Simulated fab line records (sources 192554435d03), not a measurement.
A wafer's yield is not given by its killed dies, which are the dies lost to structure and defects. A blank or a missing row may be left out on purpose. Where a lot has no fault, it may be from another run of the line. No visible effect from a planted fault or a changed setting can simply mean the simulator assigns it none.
Matching of chambers    flow n5Finfet    4 sister chambers for N5_HKMG_FIN_CMP_23 on cmp-04
The step polishes, stops on SiNx, t overpolish 10 s, target thk 46.326 nm. 7 wafers are shown with their chamber, then 8 later ones without.

== WAFERS, EACH WITH ITS CHAMBER ==
wafer   chamber  motorCurrentA (A)  overpolishRunS (s)
L080.5  1        12.4               10.000
L084.2  2        12.1               9.995
L084.6  2        11.1               9.996
L083.2  3        12.3               9.997
L083.5  0        11.8               9.989
L083.6  3        12.6               9.998
L085.1  0        12.1               9.988

== WAFERS WITH NO CHAMBER GIVEN ==
wafer   motorCurrentA (A)  overpolishRunS (s)
L085.5  11.6               9.990
L085.6  12.5               10.001
L089.1  11.8               9.993
L089.2  12.1               9.990
L089.5  12.0               9.996
L092.2  11.6               10.009
L092.3  12.3               10.002
L092.5  11.4               9.991

== WHICH CHAMBER EACH ONE RAN IN ==
wafer    from the rows above       in truth
L085.5   0                         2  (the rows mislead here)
L085.6   1                         1
L089.1   2                         2
L089.2   0                         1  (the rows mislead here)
L089.5   can't be placed: 2 or 3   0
L092.2   1                         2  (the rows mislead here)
L092.3   1                         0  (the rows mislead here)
L092.5   0                         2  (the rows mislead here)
2 of 8 placed correctly. Can't be placed from these rows: 1 (the true chamber is among the candidates in 0). Number placed wrongly: 5.
How it was worked out, from the rows above alone: a wafer's distance from a chamber is the root of the sum, over the readings, of the square of ((its reading less the chamber's mean) divided by the reading's scatter). If the next closest chamber is less than 2 further off than the closest, the wafer can't be placed; otherwise it belongs to the closest. For every chamber, the mean is computed from those of its wafers that are shown. How the scatter is found: for the shown wafers, subtract from each reading the mean of its chamber, square and add these, divide the total by (wafers less chambers), then take the root.
